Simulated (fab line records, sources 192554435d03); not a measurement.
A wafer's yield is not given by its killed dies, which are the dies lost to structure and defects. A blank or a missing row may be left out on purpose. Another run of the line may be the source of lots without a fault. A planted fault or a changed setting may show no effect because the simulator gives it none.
Chamber matching || flow n5_finfet || N5_BEOL_M0_SAQP_PECVD_03 on pecvd-03 has 3 sister chambers
The step deposits SiCN from 3MS/NH3, target thk 12 nm, time 21.1 s. 3 wafers are shown with their chamber, then 10 later ones without.

## WAFERS, EACH WITH ITS CHAMBER
{"wafer": "L084.6", "chamber": 0, "throttle_valve_pct (%)": 7.8}
{"wafer": "L085.5", "chamber": 1, "throttle_valve_pct (%)": 9.3}
{"wafer": "L086.5", "chamber": 2, "throttle_valve_pct (%)": 8.7}

## WAFERS WHOSE CHAMBER IS MISSING
{"wafer": "L086.6", "throttle_valve_pct (%)": 8.4}
{"wafer": "L091.1", "throttle_valve_pct (%)": 8.3}
{"wafer": "L091.5", "throttle_valve_pct (%)": 9.0}
{"wafer": "L091.6", "throttle_valve_pct (%)": 8.0}
{"wafer": "L094.2", "throttle_valve_pct (%)": 7.9}
{"wafer": "L094.4", "throttle_valve_pct (%)": 9.3}
{"wafer": "L094.6", "throttle_valve_pct (%)": 8.2}
{"wafer": "L096.2", "throttle_valve_pct (%)": 9.2}
{"wafer": "L096.4", "throttle_valve_pct (%)": 9.2}
{"wafer": "L096.6", "throttle_valve_pct (%)": 9.1}

## THE CHAMBER EACH PASSED THROUGH
{"wafer": "L086.6", "from the rows above": "can't be placed: 2 or 0", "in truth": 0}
{"wafer": "L091.1", "from the rows above": "can't be placed: 2 or 0", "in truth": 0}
{"wafer": "L091.5", "from the rows above": "can't be placed: 1 or 2", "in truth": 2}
{"wafer": "L091.6", "from the rows above": 0, "in truth": 0}
{"wafer": "L094.2", "from the rows above": 0, "in truth": 0}
{"wafer": "L094.4", "from the rows above": 1, "in truth": 1}
{"wafer": "L094.6", "from the rows above": "can't be placed: 0 or 2", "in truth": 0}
{"wafer": "L096.2", "from the rows above": "can't be placed: 1 or 2", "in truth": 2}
{"wafer": "L096.4", "from the rows above": "can't be placed: 1 or 2", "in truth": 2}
{"wafer": "L096.6", "from the rows above": "can't be placed: 1 or 2", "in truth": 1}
Correctly placed: 3 of 10. Not placeable from these rows: 7 (in 7, the candidates include the true chamber). Wrongly placed: 0.
How it was worked out, from the rows above alone: a wafer's distance from a chamber is the root of the sum, over the readings, of the square of ((its reading less the chamber's mean) divided by the reading's scatter). If the next closest chamber is less than 2 further off than the closest, the wafer can't be placed; otherwise it belongs to the closest. Each chamber's mean is taken over the wafers shown for it. The scatter: with one shown wafer a chamber, the root of the mean of the squares of how far each hidden wafer lies from its nearest shown one.
